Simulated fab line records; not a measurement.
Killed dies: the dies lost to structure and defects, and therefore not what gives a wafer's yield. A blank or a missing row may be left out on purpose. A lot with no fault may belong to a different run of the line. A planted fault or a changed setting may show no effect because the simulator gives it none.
Which tool did it? || flow n5Finfet || 32 wafers sampled from 11 lots at 1 step of a route of 1938

== WHAT THE GAUGES READ, wafer by wafer ==
N5_MOL_CONTACT_COAG_INSPECT_10: inspects for defects (brightfield).
{"lot": "L766", "measured": "day 5 09:48", "on": "defectInspect-01", "rawDefectCount": "41 47 40"}
{"lot": "L767", "measured": "day 5 11:59", "on": "defectInspect-01", "rawDefectCount": "108 124 65"}
{"lot": "L768", "measured": "day 5 18:09", "on": "defectInspect-01", "rawDefectCount": "60 80 51"}
{"lot": "L771", "measured": "day 6 12:32", "on": "defectInspect-01", "rawDefectCount": "58 101 113"}
{"lot": "L774", "measured": "day 7 05:07", "on": "defectInspect-02", "rawDefectCount": "78 76 70"}
{"lot": "L775", "measured": "day 7 12:26", "on": "defectInspect-02", "rawDefectCount": "36 53"}
{"lot": "L777", "measured": "day 7 23:01", "on": "defectInspect-02", "rawDefectCount": "64 42 59"}
{"lot": "L778", "measured": "day 8 07:19", "on": "defectInspect-02", "rawDefectCount": "39 71 55"}
{"lot": "L779", "measured": "day 8 09:47", "on": "defectInspect-01", "rawDefectCount": "99 42 62"}
{"lot": "L780", "measured": "day 8 14:45", "on": "defectInspect-02", "rawDefectCount": "45 25 29"}
{"lot": "L781", "measured": "day 8 23:29", "on": "defectInspect-02", "rawDefectCount": "74 71 30"}

== TOOL THAT RAN EACH LOT (tool first, then ch and the chambers of the sampled wafers, then the start) ==
Record: no process step prior to these readings.

== THE ANSWER, worked out from the rows above alone ==
Rule: what is usual is taken from the lots themselves. The widest of any qualifying gaps counts: lots, ordered by their means at a reading, are off when they make up no more than a third of the lots, leave a main group of 4 or more, and stand apart from it by 3 or more times the standard deviation of that group's means. A main group whose means are all the same, to the digits that the tables above print for the reading, isn't used. A lot without any number at a reading at which 4 lots or more have one is off too. All remaining lots with rows at the step are treated as sound.
Nothing can be told from this: no lot is off at any reading shown.

== WHAT WAS PUT IN BY THE SIMULATOR ==
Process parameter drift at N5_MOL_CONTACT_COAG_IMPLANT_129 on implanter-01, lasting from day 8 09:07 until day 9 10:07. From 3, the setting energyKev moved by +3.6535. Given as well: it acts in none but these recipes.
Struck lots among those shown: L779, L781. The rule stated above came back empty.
